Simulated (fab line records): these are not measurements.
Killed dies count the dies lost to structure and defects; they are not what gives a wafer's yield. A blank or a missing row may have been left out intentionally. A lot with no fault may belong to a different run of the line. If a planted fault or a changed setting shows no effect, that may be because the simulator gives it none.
Struck lot and sound lot, side by side	flow nand_harc	15 out of 1159 route steps
Sound: wafers L268.1, L268.4, L268.5. Struck: wafer L270.4 (left out: L270.1, L270.2 of the same lot, which were not struck); the cause appears at the end.
Each step with rows lists, per side, the tool, then ch with its chambers, then its first start. Under that, the readings that differ: sound wafers	struck wafers	difference of the means	sigmas: that difference in standard deviations of wafers without a fault.
alike: words and numbers the same on both sides, and readings whose means are apart by under 2 such deviations; not compared: readings that were withheld, readings missing a value for some wafer, numbers with overlapping values and no deviation given by the record, and bounds like >300 which may hide the same value.
The two part at a step that has a row with sigmas, a row that says differs or no value, or rows on one side only. When numbers do not overlap yet have no deviation, they are printed without sigmas and do not part them. Lack of a reading on every wafer of one side parts them only where that side has two or more wafers.

first, 4 steps without rows for these wafers: NHARC_A_BONDPAD_EBR_05; NHARC_A_BONDPAD_EXPOSE_06 (exposes mask A BPAD); NHARC_A_BONDPAD_PEB_07 (peb time 80 s); NHARC_A_BONDPAD_DEVELOP_08 (time 50 s).
NHARC_A_BONDPAD_CD_MEAS_09: target cd 500 nm.
  sound on cd_sem-03 ch 0, day 19 22:02; struck on cd_sem-01 ch 0, day 20 23:15
  alike: cd_nm
NHARC_A_BONDPAD_OVL_MEAS_35:
  sound on overlay-01, day 19 22:08; struck on overlay-01, day 20 23:20
  alike: overlay_x_nm, overlay_y_nm
then, 1 step without rows for these wafers: NHARC_A_BONDPAD_HARDBAKE_10 (time 65 s).
NHARC_A_BONDPAD_DESCUM_11: chemistry O2, time 3 s.
  sound on rie_diel-09 ch 0,2, day 19 22:16; struck on rie_diel-09 ch 1, day 20 23:28
reading	sound	struck	difference	sigmas
oes_product_au (a.u.)	1.022 1.002 1.030	0.979	-0.039	-2
  alike: drypump_motor_current_A, rf_vpp_V, showerhead_plenum_p_Torr, throttle_valve_pct
  not compared: rf_hours_counter_h
NHARC_A_BONDPAD_ETCH_34: etches the open film in N2/H2, target depth 60 nm, overetch 18 nm, time 65.91 s.
  sound on rie_diel-09 ch 0,1, day 19 22:20; struck on rie_diel-09 ch 0, day 20 23:34
  alike: drypump_motor_current_A, h2_flow_sccm, oes_product_au, rf_vpp_V, showerhead_plenum_p_Torr, throttle_valve_pct
  not compared: rf_hours_counter_h
NHARC_A_BONDPAD_ETCH_12: etches the open film in CHF3/O2, target depth 220 nm, time 110 s.
  sound on rie_diel-09 ch 0,2,3; struck on rie_diel-09 ch 1
  alike: drypump_motor_current_A, oes_product_au, rf_vpp_V, showerhead_plenum_p_Torr, throttle_valve_pct
  not compared: rf_hours_counter_h
NHARC_A_BONDPAD_CD_MEAS_13:
  sound on cd_sem-03, day 19 22:34; struck on cd_sem-01, day 20 23:48
  alike: cd_nm
NHARC_A_BONDPAD_STRIP_15: strips in O2.
  sound on rie_diel-09 ch 1,2, day 19 22:40; struck on rie_diel-09 ch 0, day 20 23:52
  alike: drypump_motor_current_A, oes_product_au, rf_vpp_V, showerhead_plenum_p_Torr, throttle_valve_pct
  not compared: rf_hours_counter_h
NHARC_A_BONDPAD_ETCH_24: etches the open film in CF4/N2, target depth 30 nm, time 72.99 s.
  sound on rie_diel-09 ch 0,2,3, day 19 22:48; struck on rie_diel-09 ch 0, day 21 00:02
reading	sound	struck	difference	sigmas
over_etch_frac	0.3 0.3 0.3	0.27734	-0.02266	
throttle_valve_pct (%)	19.801 19.796 19.792	19.775	-0.021	-2
  alike: drypump_motor_current_A, oes_product_au, rf_vpp_V, showerhead_plenum_p_Torr
  not compared: rf_hours_counter_h
then, 1 step without rows for these wafers: NHARC_A_BONDPAD_STRIP_16 (strips in post etch residue remover, time 600 s).
NHARC_END_SORT_01:
  the record has rows for the sound wafers here (prober-02 ch 0, day 21 09:14) and none for the struck ones

== WHERE THEY PART ==
At NHARC_A_BONDPAD_DESCUM_11 first; at NHARC_END_SORT_01 last (within this record only).

WHY: whatever the simulator had introduced
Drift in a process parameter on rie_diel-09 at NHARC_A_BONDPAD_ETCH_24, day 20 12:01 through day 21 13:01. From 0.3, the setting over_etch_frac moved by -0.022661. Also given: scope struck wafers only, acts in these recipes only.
